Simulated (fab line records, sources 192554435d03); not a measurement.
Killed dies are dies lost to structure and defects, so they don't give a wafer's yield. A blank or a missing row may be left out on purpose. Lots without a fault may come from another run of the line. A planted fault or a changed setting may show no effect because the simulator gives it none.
Split-lot experiment | flow n5_finfet | 7 lots, 21 wafers read, on a route of 1938 steps

THE SPLIT
At N5_DUMMY_GATE_COAT_09 (resist thk 30 nm), the setting spin_rpm was moved away from the recipe's 1500 rpm on 5 of the 21 wafers read, by -6.1% to +10.9%. The other wafers ran this setting at the recipe's value.

FROM THE SPLIT TO THE READING: what the file shows between them, 4 steps
- N5_DUMMY_GATE_EBR_11
- N5_DUMMY_GATE_SOFTBAKE_10: time 60 s
- N5_DUMMY_GATE_DESCUM_20: chemistry O2, time 6.2 s
- N5_DUMMY_GATE_ETCH_29: etches underlayer in N2/H2, target depth 13 nm

THE READING
CAR-EUV_of_DUMMY_GATE_COAT_09.thk_nm (the simulator's own value, which no gauge read), in nm, at N5_DUMMY_GATE_ETCH_36 (etches SiARC in CF4, target depth 13 nm). The file gives no usual value for it. The 16 wafers here that ran the recipe average 11.2 nm, standard deviation 0.37 nm.

wafer  | tool, chamber at the split | spin_rpm as run, rpm | against the recipe | CAR-EUV_of_DUMMY_GATE_COAT_09.thk_nm, nm | against lot-mates on the recipe
L074.3 | litho_track-05, 0          | 1659                 | +10.6%             | 9.4                                      | -1.9
L074.4 | litho_track-05, 0          | 1500                 | recipe             | 11.4                                     | -
L074.6 | litho_track-05, 0          | 1500                 | recipe             | 11.2                                     | -
L075.1 | litho_track-04, 0          | 1500                 | recipe             | 11.4                                     | -
L075.3 | litho_track-04, 0          | 1500                 | recipe             | 10.6                                     | -
L075.4 | litho_track-04, 0          | 1500                 | recipe             | 11.8                                     | -
L079.1 | litho_track-01, 0          | 1500                 | recipe             | 10.8                                     | -
L079.6 | litho_track-01, 0          | 1500                 | recipe             | 10.8                                     | -
L079.3 | litho_track-01, 0          | 1500                 | recipe             | 11.4                                     | -
L083.2 | litho_track-05, 0          | 1500                 | recipe             | 11.2                                     | -
L083.4 | litho_track-05, 0          | 1500                 | recipe             | 11                                       | -
L083.6 | litho_track-05, 0          | 1663                 | +10.9%             | 9                                        | -2.1
L087.1 | litho_track-01, 0          | 1412                 | -5.9%              | 12.4                                     | +0.6
L087.4 | litho_track-01, 0          | 1500                 | recipe             | 11.8                                     | -
L087.6 | litho_track-01, 0          | 1412                 | -5.9%              | 12.6                                     | +0.8
L090.3 | litho_track-04, 0          | 1500                 | recipe             | 10.6                                     | -
L090.4 | litho_track-04, 0          | 1500                 | recipe             | 11.4                                     | -
L090.5 | litho_track-04, 0          | 1500                 | recipe             | 11.6                                     | -
L091.2 | litho_track-01, 0          | 1500                 | recipe             | 11.4                                     | -
L091.6 | litho_track-01, 0          | 1500                 | recipe             | 11.4                                     | -
L091.5 | litho_track-01, 0          | 1409                 | -6.1%              | 12.4                                     | +1.0

THE FIT
A straight line over all 21 wafers: CAR-EUV_of_DUMMY_GATE_COAT_09.thk_nm changes by -0.196 nm for each +1% of spin_rpm; r = -0.92; the points scatter about the line by 0.35 nm.
The same after taking each lot's own level away (the mean of its wafers on the recipe; 21 wafers): -0.17 nm for each +1%; r = -0.92; scatter 0.31 nm.
On that fit, the largest move of spin_rpm shifts the reading by 1.8 nm.
The lots' own levels span 11.00 to 11.80 nm, that is 2.2 times the standard deviation above.
So the lot-to-lot level changes the slope: the two fits differ.
Check: with one of the wafers moved furthest among these (+10.9%) left out of the fit, the line predicts -1.76 nm for it against its lot-mates. It came out at -2.1 nm against them.

OTHER SPLITS ON THESE WAFERS
These wafers also went through other splits before the reading. Each is held against what the fit with the lots' levels taken away leaves over:
other split on the same wafers          | wafers away from the commonest value | r with CAR-EUV_of_DUMMY_GATE_COAT_09.thk_nm (lot level and that fit taken away)
N5_ZERO_LAYER_EXPOSE_08 dose_mj         | 4                                    | +0.01
N5_ZERO_LAYER_DEVELOP_10 develop_time_s | 6                                    | +0.23
N5_ZERO_LAYER_ETCH_18 icp_w             | 6                                    | +0.08
N5_WELL_APT_PEB_06 peb_time_s           | 6                                    | -0.07
N5_FIN_SAQP_PECVD_48 time_s             | 6                                    | -0.03
N5_FIN_SAQP_COAT_10 spin_rpm            | 6                                    | -0.15
N5_DUMMY_GATE_COAT_28 spin_rpm          | 8                                    | -0.10

THE WHOLE CHAIN: every reading that the file lists as answering this split, in the file's order
step                    | what it does                                   | reading                                                                               | change (the file's fit)               | r (the file's)
N5_DUMMY_GATE_COAT_09   | resist thk 30 nm                               | CAR-EUV_of_DUMMY_GATE_COAT_09.thk_nm (the simulator's own value, which no gauge read) | -0.144 nm for each +1% of the setting | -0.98
N5_DUMMY_GATE_DESCUM_20 | chemistry O2, time 6.2 s                       | CAR-EUV_of_DUMMY_GATE_COAT_09.thk_nm (the simulator's own value, which no gauge read) | -0.146 nm for each +1% of the setting | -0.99
N5_DUMMY_GATE_ETCH_29   | etches underlayer in N2/H2, target depth 13 nm | CAR-EUV_of_DUMMY_GATE_COAT_09.thk_nm (the simulator's own value, which no gauge read) | -0.16 nm for each +1% of the setting  | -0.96
N5_DUMMY_GATE_ETCH_36   | etches SiARC in CF4, target depth 13 nm        | CAR-EUV_of_DUMMY_GATE_COAT_09.thk_nm (the simulator's own value, which no gauge read) | -0.176 nm for each +1% of the setting | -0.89

THE FILE'S OWN FIT
CAR-EUV_of_DUMMY_GATE_COAT_09.thk_nm changes by -0.176 nm for each +1% of spin_rpm, r = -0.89.
